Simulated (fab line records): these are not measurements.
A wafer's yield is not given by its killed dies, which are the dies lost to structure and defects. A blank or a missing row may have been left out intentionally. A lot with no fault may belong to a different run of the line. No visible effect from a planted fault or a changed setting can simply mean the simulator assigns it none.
Chamber matching | flow nandHarc | cmp-04 running NHARC_A_SGD_CUT_CMP_21: 4 sister chambers
The step polishes, target thk 148.19 nm. 4 wafers are shown with their chamber, then 9 later ones without.

## WAFERS, EACH WITH ITS CHAMBER
wafer  | chamber | motorCurrentA (A)
L090.2 | 0       | 10.3
L090.4 | 2       | 13.5
L091.4 | 1       | 13.8
L091.5 | 3       | 9.0

## WAFERS WITHOUT THEIR CHAMBER
wafer  | motorCurrentA (A)
L092.1 | 12.9
L092.3 | 10.0
L092.6 | 10.7
L094.1 | 9.1
L094.2 | 14.0
L094.4 | 12.9
L096.2 | 10.8
L096.5 | 12.8
L096.6 | 12.8

## EACH ONE'S CHAMBER
wafer  | from the rows above     | in truth
L092.1 | can't be placed: 2 or 1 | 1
L092.3 | can't be placed: 0 or 3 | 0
L092.6 | 0                       | 0
L094.1 | 3                       | 3
L094.2 | can't be placed: 1 or 2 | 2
L094.4 | can't be placed: 2 or 1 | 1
L096.2 | 0                       | 0
L096.5 | can't be placed: 2 or 1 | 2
L096.6 | can't be placed: 2 or 1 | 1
3 of 9 placed correctly. These rows do not allow placing 6 (true chamber among the candidates in 6). Placed wrongly: 0.
How it was worked out, from the rows above alone: a wafer's distance from a chamber is the root of the sum, over the readings, of the square of ((its reading less the chamber's mean) divided by the reading's scatter). The wafer belongs to the nearest chamber; if the next one is less than 2 further off, it can't be placed. Each chamber's mean is taken over the wafers shown for it. The scatter: root of mean squared gap, hidden wafer to nearest shown wafer, with one shown wafer a chamber.
